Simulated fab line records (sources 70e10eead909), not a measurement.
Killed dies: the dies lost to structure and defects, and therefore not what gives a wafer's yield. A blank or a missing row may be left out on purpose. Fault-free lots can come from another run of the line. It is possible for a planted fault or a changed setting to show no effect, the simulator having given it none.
The tool behind it: which one? | flow nand harc | 32 wafers from 11 lots sampled at 4 of the route's 1159 steps

== WHAT THE GAUGES READ, wafer by wafer ==
NHARC_END_SORT_01.
lot  | measured     | on        | killed at periphery
L776 | day 19 08:55 | prober-02 | 3 10 5
L777 | day 20 05:53 | prober-02 | 3 3 6
L778 | day 20 15:25 | prober-02 | 0 4 3
L779 | day 19 19:42 | prober-01 | 1 0 2
L782 | day 21 00:59 | prober-01 | 2 3 2
L783 | day 21 00:56 | prober-02 | 2 0
L785 | day 21 18:07 | prober-02 | 643 658 0
L796 | day 24 15:25 | prober-01 | 3 0 2
L797 | day 24 16:04 | prober-02 | 2 0 3
L799 | day 24 07:27 | prober-02 | 8 3 5
L798 | day 24 21:35 | prober-01 | 3 6 5

== EACH LOT AND THE TOOL THAT RAN IT (in order: tool; ch and the chambers of the sampled wafers; start) ==
lot  | NHARC_P_M2_CMP_23             | NHARC_P_BONDPAD_ETCH_12            | NHARC_P_BONDPAD_PRE_CLEAN_26
L776 | cmp-01 ch 0,1,3, day 6 09:16  | rie diel-13 ch 0,2, day 6 11:47    | pvd sputter-03, day 19 08:55 or earlier
L777 | cmp-02 ch 0,3, day 6 22:40    | rie diel-13 ch 0,1,3, day 7 01:22  | pvd sputter-03, day 20 05:53 or earlier
L778 | cmp-01 ch 0,1,2, day 6 22:59  | rie diel-13 ch 0,3, day 7 01:40    | pvd sputter-01, day 20 15:25 or earlier
L779 | cmp-01 ch 0,1,2, day 7 00:20  | rie diel-07 ch 0,1,3, day 7 02:58  | pvd sputter-03, day 19 19:42 or earlier
L782 | cmp-01 ch 0,3, day 7 16:23    | rie diel-13 ch 2,3, day 7 19:16    | pvd sputter-02, day 21 00:59 or earlier
L783 | cmp-01 ch 1, day 7 23:17      | rie diel-13 ch 1, day 8 01:47      | pvd sputter-02, day 21 00:56 or earlier
L785 | cmp-04 ch 0,1, day 8 09:29    | rie diel-13 ch 0,1,3, day 8 12:08  | pvd sputter-03, day 21 18:07 or earlier
L796 | cmp-04 ch 0,1,2, day 11 07:13 | rie diel-13 ch 1,2,3, day 11 09:49 | pvd sputter-01, day 24 15:25 or earlier
L797 | cmp-04 ch 0,1,3, day 11 11:57 | rie diel-13 ch 2,3, day 11 14:37   | pvd sputter-02, day 24 16:04 or earlier
L799 | cmp-01 ch 0,3, day 11 16:50   | rie diel-02 ch 0,1,3, day 11 19:41 | pvd sputter-03, day 24 07:27 or earlier
L798 | cmp-01 ch 0,2,3, day 11 17:42 | rie diel-13 ch 1,2,3, day 11 20:19 | pvd sputter-03, day 24 21:35 or earlier
- NHARC_P_M2_CMP_23: polishes, t overpolish 20 s, target thk 144.3 nm.
- NHARC_P_BONDPAD_ETCH_12: etches the open film in CHF3/O2, target depth 200 nm, time 100 s.
- NHARC_P_BONDPAD_PRE_CLEAN_26: time 30 s.

== THE ANSWER, worked out from the rows above alone ==
Rule: the lots themselves supply what counts as usual. The widest of any qualifying gaps counts: lots, ordered by their means at a reading, are off when they make up no more than a third of the lots, leave a main group of 4 or more, and stand apart from it by 3 or more times the standard deviation of that group's means. A main group whose means are all the same, to the digits that the tables above print for the reading, isn't used. Also off: a lot with no number at a reading for which 4 or more lots have one. All remaining lots with rows at the step are treated as sound.
Off: L785 (NHARC_END_SORT_01, killed at periphery). For the main group the mean is 3.0 and the standard deviation 1.8.
A tool fits if, at a process step before that reading, it ran every lot that is off, and no sound lot after the first of them. The gauges at NHARC_END_SORT_01 are tried like those tools. NHARC_P_BONDPAD_PRE_CLEAN_26 gives no start for some lots, so the hours and the order of its lots are those of NHARC_END_SORT_01. Of those tried, none fits.

== WHAT THE SIMULATOR HAD PUT IN ==
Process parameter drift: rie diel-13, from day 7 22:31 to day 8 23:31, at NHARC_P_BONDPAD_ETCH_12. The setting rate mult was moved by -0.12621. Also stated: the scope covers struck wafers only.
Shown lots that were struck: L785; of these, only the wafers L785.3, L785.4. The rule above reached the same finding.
